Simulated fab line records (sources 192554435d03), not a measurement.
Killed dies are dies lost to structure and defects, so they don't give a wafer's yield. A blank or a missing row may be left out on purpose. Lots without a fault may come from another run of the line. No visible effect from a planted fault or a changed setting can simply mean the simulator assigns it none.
fab line records | flow n5Finfet
record: lots: 7 wafers: 21
route steps=1938 shown BEOL_M4@1070 BEOL_M5@1140 BEOL_M6@1198 BEOL_M7@1289
startH: hours from the record's first day to the start of the lot's first wafer shown | waitH: hours elapsed since this lot's preceding step | " repeats the value in the row above | L1.1+2: a single row standing in for several wafers | - value missing, or start not given | * or withheld: withheld | < > ~ a bound
route shown NAME@n: a module of which the file shows steps, and the number in the route of the first | usual: the fault-free wafers' mean and standard deviation | same: alike in all rows | chamber/n: place in a boat | sites: each site's reading | _std_site: standard deviation across them | _edge_site: inner sites' mean taken away from outer sites' mean | radiusMm: how far each site lies from the wafer's centre | mask NAME#n: copy n | behind: the last tool/chamber to shape the wafer | hold: the reason the lot was held/the length of the hold in hours/how it ended | device: which transistor (n, p or np) failed to switch | end of line: the tests these same wafers got at the end of their route | a step without rows: its recipe alone | killed: the dies lost at the first sort to structure and to defects; this is not the yield of the wafer | map: a wafer's dies, x killed, . not, _ none there
set.NAME: the run value of the setting; set.NAME@STEP: its run value at that earlier step | model.NAME: the simulator's own value behind a step, which no gauge read
one table per step and one row per wafer, for lots whose settings were changed on purpose
== steps ==
step: N5_BEOL_M4_TRENCH_ETCH_37
recipe: chemistry: C4F6/O2 targetDepthA: 555.55 target: SiOC timeS: 29.2 ionEnergyEv: 250 pressureMtorr: 30 sourceW: 355 biasW: 185 Ar_flow_sccm: 300 C4F6_flow_sccm: 10 O2_flow_sccm: 10
columns lot.wafer tool chamber startH waitH set.timeS model.BEOL_M4.featureDepthNm model.etch.depthNm
L079.2 rieDiel-03 0 - - 24.99 48.2 48.22
L079.5 " 0 " " 24.99 48.4 48.43
L079.6 " 3 " " 29.2 57.8 57.83
L081.1 rieDiel-01 2 - - 23.22 46.2 46.25
L081.3 " 3 " " 29.2 56.4 56.36
L081.5 " 3 " " 29.2 56 56.04
L083.1 rieDiel-01 1 - - 29.2 54.2 54.23
L083.3 " 0 " " 29.2 56.4 56.37
L083.4 " 2 " " 29.2 57.6 57.69
L084.2 rieDiel-03 3 - - 29.2 57.4 57.49
L084.5 " 2 " " 29.2 56.6 56.55
L084.6 " 3 " " 29.2 58.2 58.15
L091.2 rieDiel-01 0 - - 31.44 61 60.92
L091.4 " 2 " " 29.2 58 57.96
L091.6 " 2 " " 29.2 58.2 58.3
L094.1 rieDiel-03 2 - - 26.47 50.6 50.55
L094.2 " 3 " " 26.47 52.4 52.32
L094.3 " 1 " " 26.47 51.4 51.45
L095.1 rieDiel-05 1 - - 29.2 57 56.92
L095.2 " 0 " " 29.2 56.8 56.86
L095.3 " 3 " " 34.11 69 68.92
step: N5_BEOL_M4_ETCH_41
recipe: chemistry: CH3F/O2 target: SiCN targetDepthA: 299 taperDeg: 2 timeS: 52.5 ionEnergyEv: 120 maskMaterial: TiN pressureMtorr: 30 sourceW: 395 biasW: 75 Ar_flow_sccm: 150 CH3F_flow_sccm: 30 O2_flow_sccm: 20
step: N5_BEOL_M4_STRIP_97
recipe: chemistry: N2/H2 timeS: 10 powerW: 450 tempC: 40 pressureMtorr: 20 rfFrequencyHz: 6e+07 biasPowerW: 7 n2FlowSccm: 200 h2FlowSccm: 200
step: N5_BEOL_M4_OCD_MEAS_38
usual: trenchDepthNm: 56.6/1.2
columns lot.wafer tool chamber startH waitH set.timeS@BEOL_M4_TRENCH_ETCH_37 trenchDepthNm
L079.2 ocd-02 - 199.95 - 24.99 48.3
L079.5 " - " " 24.99 48.6
L079.6 " - " " 29.2 57.5
L081.1 ocd-02 - 222.14 - 23.22 45.9
L081.3 " - " " 29.2 56.2
L081.5 " - " " 29.2 55.9
L083.1 ocd-01 - 225.21 - 29.2 53.8
L083.3 " - " " 29.2 55.9
L083.4 " - " " 29.2 57.4
L084.2 ocd-01 - 225.22 - 29.2 56.8
L084.5 " - " " 29.2 56.3
L084.6 " - " " 29.2 58.1
L091.2 ocd-02 - 265.44 - 31.44 61.4
L091.4 " - " " 29.2 57.9
L091.6 " - " " 29.2 58.1
L094.1 ocd-01 - 297.30 - 26.47 50.3
L094.2 " - " " 26.47 52.5
L094.3 " - " " 26.47 51.4
L095.1 ocd-02 - 297.50 - 29.2 57.0
L095.2 " - " " 29.2 56.8
L095.3 " - " " 34.11 69.0
step: N5_BEOL_M4_HM_STRIP_39
recipe: chemistry: peroxideTinStrip material: TiN targetDepthA: 250 tempC: 50 timeS: 158
step: N5_BEOL_M4_SRD_40
recipe: timeS: 30 tempC: 23 rinseLiquid: diw dry: ipaMarangoni
step: N5_BEOL_M4_ECD_50
recipe: material: Cu targetThkA: 3000
step: N5_BEOL_M4_ANNEAL_51
recipe: tempC: 225 timeS: 90 ambient: N2
step: N5_BEOL_M4_CMP_52
recipe: stopOn: SiOC tOverpolishS: 6.8 downForcePsi: 1 platenRpm: 50 clearingPlatenDownForcePsi: 1.5 clearingPlatenRpm: 50 postCmpClean: cuAlkaline targetThkNm: 40 clearingPlatenPadVelocityMS: 0.99484 padVelocityMS: 0.99484
columns lot.wafer tool chamber startH waitH set.timeS@BEOL_M4_TRENCH_ETCH_37 model.Cu_of_BEOL_M4_ECD_50.thkNm
L079.2 cmp-01 1 203.61 0.3 24.99 32
L079.5 " 3 " " 24.99 32.2
L079.6 " 0 " " 29.2 41.6
L081.3 cmp-01 2 225.73 0.2 29.2 40.6
L081.1 " 0 " " 23.22 29.8
L081.5 " 3 " " 29.2 39.6
L083.1 cmp-01 2 229.80 0.3 29.2 37
L083.4 " 0 " " 29.2 40.4
L083.3 " 1 " " 29.2 38.4
L084.2 cmp-01 0 230.11 0.2 29.2 41.8
L084.5 " 3 " " 29.2 40.2
L084.6 " 0 " " 29.2 41.6
L091.2 cmp-04 0 269.24 0.3 31.44 44.8
L091.4 " 2 " " 29.2 43.2
L091.6 " 0 " " 29.2 42.2
L094.1 cmp-02 1 302.21 0.3 26.47 36.4
L094.3+2 " 3,0 " " 26.47 36.8
L095.2 cmp-01 3 302.94 0.2 29.2 40.6
L095.3 " 0 " " 34.11 52.2
L095.1 " 1 " " 29.2 41.2
step: N5_BEOL_M4_THK_MEAS_53
recipe: thkMeasGauge: xrf reads: Cu_of_BEOL_M4_ECD_50
usual: M4_THK: 40.5/1.8
columns lot.wafer tool chamber startH waitH set.timeS@BEOL_M4_TRENCH_ETCH_37 M4_THK[nm]
L079.2 filmMetro-02 - 203.82 - 24.99 32.5
L079.5 " - " " 24.99 32.4
L079.6 " - " " 29.2 42.2
L081.1 filmMetro-01 - 226.03 - 23.22 29.7
L081.3 " - " " 29.2 40.5
L081.5 " - " " 29.2 39.5
L083.1 filmMetro-02 - 230.10 - 29.2 36.8
L083.3 " - " " 29.2 38.2
L083.4 " - " " 29.2 40.5
L084.2 filmMetro-01 - 230.37 - 29.2 41.4
L084.5 " - " " 29.2 39.8
L084.6 " - " " 29.2 41.5
L091.2 filmMetro-01 - 269.49 - 31.44 44.4
L091.4 " - " " 29.2 42.5
L091.6 " - " " 29.2 41.6
L094.1 filmMetro-01 - 302.51 - 26.47 35.9
L094.2 " - " " 26.47 36.4
L094.3 " - " " 26.47 36.3
L095.1 filmMetro-01 - 303.23 - 29.2 41.0
L095.2 " - " " 29.2 40.4
L095.3 " - " " 34.11 51.7
step: N5_BEOL_M4_PRE_CLEAN_60
recipe: gas: NH3/H2 timeS: 15 tempC: * rfPowerW: 300
step: N5_BEOL_M4_CO_CAP_55
recipe: material: Co targetThkA: 20 tempC: 200 precursor: CCTBA/H2 pressureTorr: 30 timeS: 102.1
step: N5_BEOL_M4_PRE_CLEAN_56
recipe: gas: NH3 timeS: 15 tempC: withheld rfPowerW: 300
step: N5_BEOL_M4_DEP_57
recipe: material: SiCN targetThkA: 80 tempC: withheld precursor: 3MS/NH3 pressureTorr: 3 rfW: 202 timeS: 14
step: N5_BEOL_M4_RS_MEAS_58
recipe: thkMeasGauge: four-point-probe reads: Co_of_BEOL_M4_CO_CAP_55+Cu_of_BEOL_M4_ECD_50+Co_of_BEOL_M4_CVD_47+TaN_of_BEOL_M4_ALD_84
usual: M4_RS: 0.65/0.036
columns lot.wafer tool chamber startH waitH set.timeS@BEOL_M4_TRENCH_ETCH_37 M4_RS[ohm/sq]
L079.2 filmMetro-02 - 204.09 0.1 24.99 0.89
L079.5 " - " " 24.99 0.89
L079.6 " - " " 29.2 0.64
L081.1 filmMetro-02 - 226.32 0.1 23.22 0.98
L081.3 " - " " 29.2 0.65
L081.5 " - " " 29.2 0.67
L083.1 filmMetro-02 - 230.36 0.0 29.2 0.74
L083.3 " - " " 29.2 0.71
L083.4 " - " " 29.2 0.66
L084.2 filmMetro-01 - 230.63 0.1 29.2 0.63
L084.5 " - " " 29.2 0.66
L084.6 " - " " 29.2 0.63
L091.2 filmMetro-02 - 269.75 0.1 31.44 0.58
L091.4 " - " " 29.2 0.61
L091.6 " - " " 29.2 0.62
L094.1 filmMetro-02 - 302.83 0.1 26.47 0.75
L094.2 " - " " 26.47 0.74
L094.3 " - " " 26.47 0.74
L095.1 filmMetro-01 - 303.52 0.1 29.2 0.64
L095.2 " - " " 29.2 0.66
L095.3 " - " " 34.11 0.48
step: N5_BEOL_M5_COAT_66
recipe: resist: SiARC tempC: 220 timeS: 60 spinRpm: 1500 resistThkNm: 12
columns lot.wafer tool chamber startH waitH set.spinRpm model.SiARC_of_BEOL_M5_COAT_66.thkNm
L079.2 lithoTrack-03 0 - - 1379 12.6
L079.5+6 " 0 " " 1500 12
L081.1+3+5 lithoTrack-05 0 - - 1569 11.8
L083.1 lithoTrack-03 0 - - 1349 12.6
L083.3+4 " 0 " " 1500 12
L084.2+5 lithoTrack-05 0 - - 1500 12
L084.6 " 0 " " 1500 12.2
L091.2 lithoTrack-03 0 - - 1370 12.6
L091.4+6 " 0 " " 1500 12
L094.1 lithoTrack-03 0 - - 1500 12
L094.2+3 " 0 " " 1417 12.4
L095.1 lithoTrack-05 0 - - 1369 12.4
L095.2 " 0 " " 1369 12.6
L095.3 " 0 " " 1500 12
step: N5_BEOL_M5_COAT_74
recipe: resist: underlayer tempC: 205 timeS: 60 spinRpm: 1500 resistThkNm: 5
columns lot.wafer tool chamber startH waitH set.spinRpm
L079.2+5 lithoTrack-03 0 - - 1607
L079.6 " 0 " " 1500
L081.1 lithoTrack-05 0 - - 1373
L081.3+5 " 0 " " 1500
L083.1 lithoTrack-03 0 - - 1500
L083.3+4 " 0 " " 1394
L084.2+5+6 lithoTrack-05 0 - - 1500
L091.2+6 lithoTrack-03 0 - - 1635
L091.4 " 0 " " 1500
L094.1+2+3 lithoTrack-03 0 - - 1500
L095.1+2+3 lithoTrack-05 0 - - 1500
step: N5_BEOL_M5_COAT_22
recipe: resist: CAR-EUV spinRpm: 1500 resistThkNm: 30
step: N5_BEOL_M5_EBR_24
recipe: solvent: PGMEA ebrWidthMm: 1.5
step: N5_BEOL_M5_DESCUM_33
recipe: chemistry: O2 timeS: 7 sourcePowerW: 50 biasPowerW: 20 pressureMtorr: 20 rfFrequencyHz: 2.712e+07 tempC: 40 resist: CAR-EUV o2FlowSccm: 225
step: N5_BEOL_M5_ETCH_75
recipe: chemistry: N2/H2 target: underlayer targetDepthA: 65 maskMaterial: CAR-EUV timeS: 5.2 ionEnergyEv: 200 pressureMtorr: 30 sourceW: 840 biasW: 150 n2FlowSccm: 200 h2FlowSccm: 200 ends: cleared
columns lot.wafer tool chamber startH waitH set.spinRpm@BEOL_M5_COAT_74 model.etch.depthNm
L079.2 rieDiel-04 0 211.65 0.0 1607 4.827
L079.5 " 1 " " 1607 4.857
L079.6 " 2 " " 1500 4.999
L081.1 rieDiel-04 0 232.53 0.0 1373 5.248
L081.3 " 3 " " 1500 5.026
L081.5 " 3 " " 1500 5.009
L083.1 rieDiel-02 1 237.44 0.0 1500 4.992
L083.3 " 0 " " 1394 5.199
L083.4 " 3 " " 1394 5.188
L084.2 rieDiel-06 2 237.56 0.0 1500 4.997
L084.5 " 3 " " 1500 5.005
L084.6 " 0 " " 1500 4.985
L091.2 rieDiel-04 2 274.29 0.0 1635 4.803
L091.4 " 3 " " 1500 4.997
L091.6 " 3 " " 1635 4.786
L094.1 rieDiel-02 1 308.69 0.0 1500 4.991
L094.2 " 3 " " 1500 4.998
L094.3 " 0 " " 1500 4.988
L095.1 rieDiel-02 3 309.71 0.0 1500 4.984
L095.2 " 2 " " 1500 5.004
L095.3 " 0 " " 1500 5.019
step: N5_BEOL_M5_ETCH_67
recipe: chemistry: CF4 target: SiARC targetDepthA: 156 maskMaterial: CAR-EUV timeS: 26 ionEnergyEv: 80 pressureMtorr: 40 sourceW: 545 biasW: 36 Ar_flow_sccm: 100 cf4FlowSccm: 100 ends: cleared
columns lot.wafer tool chamber startH waitH set.spinRpm@BEOL_M5_COAT_66 model.etch.depthNm
L079.2 rieDiel-04 0 211.66 0.0 1379 12.51
L079.5 " 1 " " 1500 12.03
L079.6 " 2 " " 1500 12
L081.1 rieDiel-04 0 232.55 0.0 1569 11.77
L081.3 " 3 " " 1569 11.72
L081.5 " 3 " " 1569 11.74
L083.1 rieDiel-02 1 237.46 0.0 1349 12.68
L083.3 " 0 " " 1500 12.07
L083.4 " 3 " " 1500 12.04
L084.2 rieDiel-06 2 237.58 0.0 1500 12.08
L084.5 " 3 " " 1500 12.09
L084.6 " 0 " " 1500 12.1
L091.2 rieDiel-04 2 274.31 0.0 1370 12.53
L091.4 " 3 " " 1500 11.93
L091.6 " 3 " " 1500 12.01
L094.1 rieDiel-02 1 308.71 0.0 1500 11.97
L094.2 " 3 " " 1417 12.36
L094.3 " 0 " " 1417 12.31
L095.1 rieDiel-02 3 309.73 0.0 1369 12.49
L095.2 " 2 " " 1369 12.52
L095.3 " 0 " " 1500 11.95
step: N5_BEOL_M6_HM_DEP_02
recipe: material: TiN targetThkA: 200 tempC: 25 chamberPressurePa: 0.49996
columns lot.wafer tool chamber startH waitH set.targetThkA model.TiN_of_BEOL_M6_HM_DEP_02.thkNm
L079.2 pvdSputter-01 - 221.45 1.4 213 21
L079.5 " - " " 213 21.2
L079.6 " - " " 213 21.4
L081.1 pvdSputter-02 - 244.00 2.8 209.6 20.6
L081.3 " - " " 200 20
L081.5 " - " " 209.6 21
L083.1 pvdSputter-01 - 246.72 0.6 200 20.4
L083.3 " - " " 181.6 18
L083.4 " - " " 181.6 18.6
L084.2 pvdSputter-01 - 246.82 0.6 200 19.6
L084.5+6 " - " " 200 19.4
L091.2 pvdSputter-02 - 283.21 0.5 200 20.2
L091.4 " - " " 200 19.8
L091.6 " - " " 190.9 18.8
L094.1 pvdSputter-01 - 317.65 0.3 200 20.4
L094.2 " - " " 193.1 19.2
L094.3 " - " " 193.1 19.4
L095.1 pvdSputter-01 - 319.95 1.3 217.7 22.2
L095.2 " - " " 200 19.6
L095.3 " - " " 217.7 22
step: N5_BEOL_M6_COAT_59
recipe: resist: SOC tempC: 250 timeS: 60 spinRpm: 1500 resistThkNm: 100
step: N5_BEOL_M6_COAT_60
recipe: resist: SiARC tempC: 220 timeS: 60 spinRpm: 1500 resistThkNm: 35
step: N5_BEOL_M6_STRIP_68
recipe: chemistry: N2/H2 tempC: 40 n2FlowSccm: 200 h2FlowSccm: 200 rfFrequencyHz: 6e+07
step: N5_BEOL_M6_STRIP_67
recipe: chemistry: CF4 resist: SiARC powerW: 300 biasPowerW: 75 pressureMtorr: 50 cf4FlowSccm: 150 rfFrequencyHz: 6e+07
step: N5_BEOL_M6_HM_OPEN_17
recipe: chemistry: Cl2/BCl3 targetDepthA: 200 overetchA: 60 target: TiN maskMaterial: SOC ionEnergyEv: 150 pressureMtorr: 10 icpW: 1000 biasW: 126 Cl2_flow_sccm: 53.25 bcl3FlowSccm: 21.75 Ar_flow_sccm: 25
columns lot.wafer tool chamber startH waitH set.targetThkA@BEOL_M6_HM_DEP_02 model.etch.depthNm
L079.2 rieMetal-01 0 222.39 0.0 213 21.07
L079.5 " 1 " " 213 21.17
L079.6 " 0 " " 213 21.31
L081.1 rieMetal-01 1 244.93 0.0 209.6 20.63
L081.3 " 0 " " 200 20.04
L081.5 " 1 " " 209.6 21.05
L083.1 rieMetal-02 0 247.53 0.0 200 20.31
L083.3 " 1 " " 181.6 17.94
L083.4 " 0 " " 181.6 18.56
L084.2 rieMetal-03 0 247.68 0.0 200 19.66
L084.5 " 0 " " 200 19.37
L084.6 " 1 " " 200 19.5
L091.2 rieMetal-01 0 283.95 0.0 200 20.15
L091.4 " 0 " " 200 19.79
L091.6 " 0 " " 190.9 18.86
L094.1 rieMetal-03 0 318.39 0.0 200 20.33
L094.2 " 0 " " 193.1 19.19
L094.3 " 0 " " 193.1 19.33
L095.1 rieMetal-02 0 321.55 0.0 217.7 22.13
L095.2 " 1 " " 200 19.68
L095.3 " 0 " " 217.7 21.92
step: N5_BEOL_M7_COAT_71
recipe: resist: underlayer tempC: 205 timeS: 60 spinRpm: 1500 resistThkNm: 5
columns lot.wafer tool chamber startH waitH set.spinRpm
L079.2+5 lithoTrack-01 0 - - 1500
L079.6 " 0 " " 1562
L081.1+3 lithoTrack-03 0 - - 1500
L081.5 " 0 " " 1550
L083.1+4 lithoTrack-01 0 - - 1500
L083.3 " 0 " " 1610
L084.2+5+6 lithoTrack-03 0 - - 1500
L091.2+4+6 lithoTrack-02 0 - - 1500
L094.1+2+3 lithoTrack-03 0 - - 1500
L095.1+3 lithoTrack-03 0 - - 1439
L095.2 " 0 " " 1500
step: N5_BEOL_M7_DESCUM_33
recipe: chemistry: O2 timeS: 7 sourcePowerW: 50 biasPowerW: 20 pressureMtorr: 20 rfFrequencyHz: 2.712e+07 tempC: 40 resist: CAR-EUV o2FlowSccm: 225
columns lot.wafer tool chamber startH waitH set.timeS model.CAR-EUV_of_BEOL_M7_COAT_22.thkNm
L079.2+6 rieDiel-02 1 229.96 0.0 7.643 25.8
L079.5 " 2 " " 7 26.2
L081.1 rieDiel-04 1 252.99 0.4 8.144 25.4
L081.3+5 " 0 " " 7 25.8
L083.1+3 rieDiel-02 0,2 257.58 0.0 5.574 26.8
L083.4 " 1 " " 7 26
L084.2+6 rieDiel-04 1 258.02 0.3 7 26
L084.5 " 2 " " 7 25.8
L091.2+4 rieDiel-02 0,2 294.39 0.0 7 26
L091.6 " 0 " " 8.066 25.4
L094.1+2+3 rieDiel-02 2,3,0 325.64 0.0 7 26
L095.1 rieDiel-02 2 335.63 0.6 7 26
L095.2+3 " 3,1 " " 8.166 25.4
step: N5_BEOL_M7_ETCH_72
recipe: chemistry: N2/H2 target: underlayer targetDepthA: 65 maskMaterial: CAR-EUV timeS: 5.2 ionEnergyEv: 200 pressureMtorr: 30 sourceW: 840 biasW: 150 n2FlowSccm: 200 h2FlowSccm: 200 ends: cleared
columns lot.wafer tool chamber startH waitH set.spinRpm@BEOL_M7_COAT_71 set.timeS@BEOL_M7_DESCUM_33 model.CAR-EUV_of_BEOL_M7_COAT_22.thkNm model.etch.depthNm
L079.2 rieDiel-02 1 229.99 0.0 1500 7.643 20 4.987
L079.5 " 2 " " 1500 7 20.4 4.984
L079.6 " 1 " " 1562 7.643 20 4.905
L081.1 rieDiel-04 1 253.03 0.0 1500 8.144 19.6 4.977
L081.3 " 0 " " 1500 7 20 4.991
L081.5 " 0 " " 1550 7 20.2 4.896
L083.1 rieDiel-02 0 257.61 0.0 1500 5.574 21.2 4.995
L083.3 " 2 " " 1610 5.574 21.2 4.822
L083.4 " 1 " " 1500 7 20.2 4.981
L084.2 rieDiel-04 1 258.06 0.0 1500 7 20.2 5.007
L084.5 " 2 " " 1500 7 20.2 4.993
L084.6 " 1 " " 1500 7 20.4 5
L091.2 rieDiel-02 0 294.42 0.0 1500 7 20.2 4.99
L091.4 " 2 " " 1500 7 20.4 4.978
L091.6 " 0 " " 1500 8.066 19.6 4.987
L094.1 rieDiel-02 2 325.68 0.0 1500 7 20.4 5.008
L094.2 " 3 " " 1500 7 20.4 4.995
L094.3 " 0 " " 1500 7 20.4 4.989
L095.1 rieDiel-02 2 335.67 0.0 1439 7 20.2 5.111
L095.2 " 3 " " 1500 8.166 19.8 4.994
L095.3 " 1 " " 1439 8.166 19.6 5.087
== key ==
split: step: N5_BEOL_M4_TRENCH_ETCH_37 setting: timeS stated: 29.2 by: wafer
response: step: N5_BEOL_M4_TRENCH_ETCH_37 reading: model.BEOL_M4.featureDepthNm change: +0.586 per: 1% r: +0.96
response: step: N5_BEOL_M4_TRENCH_ETCH_37 reading: model.etch.depthNm change: +0.583 per: 1% r: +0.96
response: step: N5_BEOL_M4_OCD_MEAS_38 reading: trenchDepthNm change: +0.587 per: 1% r: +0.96
response: step: N5_BEOL_M4_CMP_52 reading: model.Cu_of_BEOL_M4_ECD_50.thkNm change: +0.572 per: 1% r: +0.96
response: step: N5_BEOL_M4_THK_MEAS_53 reading: M4_THK change: +0.573 per: 1% r: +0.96
response: step: N5_BEOL_M4_RS_MEAS_58 reading: M4_RS change: -0.0138 per: 1% r: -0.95
split: step: N5_BEOL_M5_COAT_66 setting: spinRpm stated: 1500 by: wafer
response: step: N5_BEOL_M5_COAT_66 reading: model.SiARC_of_BEOL_M5_COAT_66.thkNm change: -0.065 per: 1% r: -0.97
response: step: N5_BEOL_M5_ETCH_67 reading: model.etch.depthNm change: -0.0634 per: 1% r: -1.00
split: step: N5_BEOL_M5_COAT_74 setting: spinRpm stated: 1500 by: wafer
response: step: N5_BEOL_M5_ETCH_75 reading: model.etch.depthNm change: -0.025 per: 1% r: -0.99
split: step: N5_BEOL_M6_HM_DEP_02 setting: targetThkA stated: 200 by: wafer
response: step: N5_BEOL_M6_HM_DEP_02 reading: model.TiN_of_BEOL_M6_HM_DEP_02.thkNm change: +0.249 per: 1% r: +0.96
response: step: N5_BEOL_M6_HM_OPEN_17 reading: model.etch.depthNm change: +0.239 per: 1% r: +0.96
split: step: N5_BEOL_M7_COAT_71 setting: spinRpm stated: 1500 by: wafer
response: step: N5_BEOL_M7_ETCH_72 reading: model.etch.depthNm change: -0.023 per: 1% r: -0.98
split: step: N5_BEOL_M7_DESCUM_33 setting: timeS stated: 7 by: wafer
response: step: N5_BEOL_M7_DESCUM_33 reading: model.CAR-EUV_of_BEOL_M7_COAT_22.thkNm change: -0.0358 per: 1% r: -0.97
response: step: N5_BEOL_M7_ETCH_72 reading: model.CAR-EUV_of_BEOL_M7_COAT_22.thkNm change: -0.0401 per: 1% r: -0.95
